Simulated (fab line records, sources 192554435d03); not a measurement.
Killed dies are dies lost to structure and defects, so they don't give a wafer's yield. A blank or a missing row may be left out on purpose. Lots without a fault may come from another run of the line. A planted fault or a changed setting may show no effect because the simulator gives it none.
Problem report in the 8D (eight disciplines) form, filled by code | flow n5_finfet | the parts of the form that need people (team, actions taken, sign-off) are left out

1. THE PROBLEM
killed_at_contacts at N5_PASSIVATION_PROBE_49 reads a mean of 1100 on 9 wafers of 3 lots; wafers without a fault read 13 with a standard deviation of 5.7. That is +99 or more standard deviations from the usual mean.
First seen on wafer L231.1, day 14 23:11, on prober-01. The record holds 18 wafers of 6 lots with a number at this step. Rule for "out", or "out of limits": more than 4 standard deviations from the usual mean. The other wafers with a number count as sound.

2. WHAT IT IS AND WHAT IT IS NOT
question                    | is                                             | is not
which readings at this step | killed_at_contacts, killed_dies, killed_on_rim | killed_at_M4_up, killed_at_front_end, killed_open
which lots                  | L231, L232, L234                               | L230, L242, L244
which wafers of those lots  | all that have a number                         | -
read on which tools         | prober-01, prober-02                           | -
when                        | from day 14 23:11                              | up to then (3 sound wafers); but 6 sound wafers of L242, L244 came after

3. SUSPECTS, AND WHAT RULES EACH OUT
Counting: a tool at a process step up to the reading stays a suspect if it ran every lot that is out and no sound lot after the first of them.
- rie_diel-04 at N5_MOL_CONTACT_COAG_ETCH_67 (etches SOC in N2/H2, target depth 60 nm, overetch 21 nm, time 101.2 s): kept. It ran every lot that is out, first L231 (day 7 12:47), and no sound lot after that; its last sound lot up to then is L230 (day 7 03:02).
- rie_diel-04 at N5_MOL_CONTACT_COAG_ETCH_124 (etches SiNx in CH3F/O2, stops on SiOC, target depth 6.5 nm): kept. It ran every lot that is out, first L231 (day 7 12:56), and no sound lot after that; its last sound lot up to then is L230 (day 7 03:11).
Left after counting: rie_diel-04 at N5_MOL_CONTACT_COAG_ETCH_67, rie_diel-04 at N5_MOL_CONTACT_COAG_ETCH_124.

4. THE CAUSE (what the simulator had put in)
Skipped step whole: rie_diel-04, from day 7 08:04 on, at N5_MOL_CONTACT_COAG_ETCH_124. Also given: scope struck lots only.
Counting left 2 suspects, and this tool is among them.

5. THE CHAIN OF EFFECTS, in route order
Each row: a reading whose mean over the struck wafers that have a number lies more than 3 standard deviations from the usual. Only readings for which the record gives a usual standard deviation are gone through. hours: the time from each lot's start at the first step in this table that gives one to its start at this step, as a median over the lots. sigmas: the change in usual standard deviations.
hours | step                    | reading            | usual | on struck wafers | change | sigmas
0     | N5_PASSIVATION_PROBE_49 | killed_at_contacts | 13    | 1100             | +1087  | +99 or more
0     | N5_PASSIVATION_PROBE_49 | killed_dies        | 103   | 1180             | +1077  | +63
0     | N5_PASSIVATION_PROBE_49 | killed_on_rim      | 13    | 152              | +139   | +35
The process steps in it:
- N5_PASSIVATION_PROBE_49
Readings that are blank on the struck wafers while sound wafers have them: CH3F_flow_sccm at N5_MOL_CONTACT_COAG_ETCH_124; O2_flow_sccm at N5_MOL_CONTACT_COAG_ETCH_124; drypump_motor_current_A at N5_MOL_CONTACT_COAG_ETCH_124; oes_product_au at N5_MOL_CONTACT_COAG_ETCH_124; rf_vpp_V at N5_MOL_CONTACT_COAG_ETCH_124; showerhead_plenum_p_Torr at N5_MOL_CONTACT_COAG_ETCH_124; throttle_valve_pct at N5_MOL_CONTACT_COAG_ETCH_124.

6. WHAT WOULD HAVE CAUGHT IT SOONER
In this record the first reading out of limits was taken at day 14 23:11, 183 hours after the fault began at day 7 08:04.
At N5_MOL_CONTACT_COAG_ETCH_124 the tool's readings are blank on the struck wafers, where sound wafers have them: an empty tool record is the first sign, and it was there at once.
All the lots that are out (3) had begun N5_MOL_CONTACT_COAG_ETCH_124 on rie_diel-04 by day 14 23:11. A hold on the tool at that time would have spared none of them.
